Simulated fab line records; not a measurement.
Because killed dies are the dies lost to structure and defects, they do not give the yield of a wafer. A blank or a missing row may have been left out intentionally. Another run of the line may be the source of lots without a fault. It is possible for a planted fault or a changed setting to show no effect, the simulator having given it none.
Matching of chambers	flow n5_finfet	4 sister chambers for N5_DUMMY_GATE_ETCH_36 on rie_diel-05
The step etches SiARC in CF4, target depth 13 nm. 4 wafers are shown with their chamber, then 9 later ones without.

== EACH WAFER AND ITS CHAMBER ==
wafer	chamber	throttle_valve_pct (%)
L084.4	3	15.35
L090.3	2	15.99
L090.4	0	15.91
L090.5	1	15.64

== WAFERS MISSING THEIR CHAMBER ==
wafer	throttle_valve_pct (%)
L093.1	15.65
L093.4	15.91
L093.6	15.36
L095.2	15.92
L095.5	15.92
L095.6	15.65
L096.2	15.66
L096.4	15.66
L096.5	15.38

== WHICH CHAMBER EACH ONE RAN IN ==
wafer	from the rows above	in truth
L093.1	1	1
L093.4	0	0
L093.6	3	3
L095.2	0	0
L095.5	0	0
L095.6	1	1
L096.2	1	1
L096.4	1	1
L096.5	3	3
Placed correctly: 9 of 9. Left unplaced by these rows: 0. Wrongly placed: 0.
How it was worked out, from the rows above alone: a wafer's distance from a chamber is the root of the sum, over the readings, of the square of ((its reading less the chamber's mean) divided by the reading's scatter). The wafer belongs to the nearest chamber; if the next one is less than 2 further off, it can't be placed. Each chamber's mean is taken over the wafers shown for it. The scatter (one wafer shown for each chamber): square how far every hidden wafer sits from the nearest shown wafer, average those squares and take the square root.
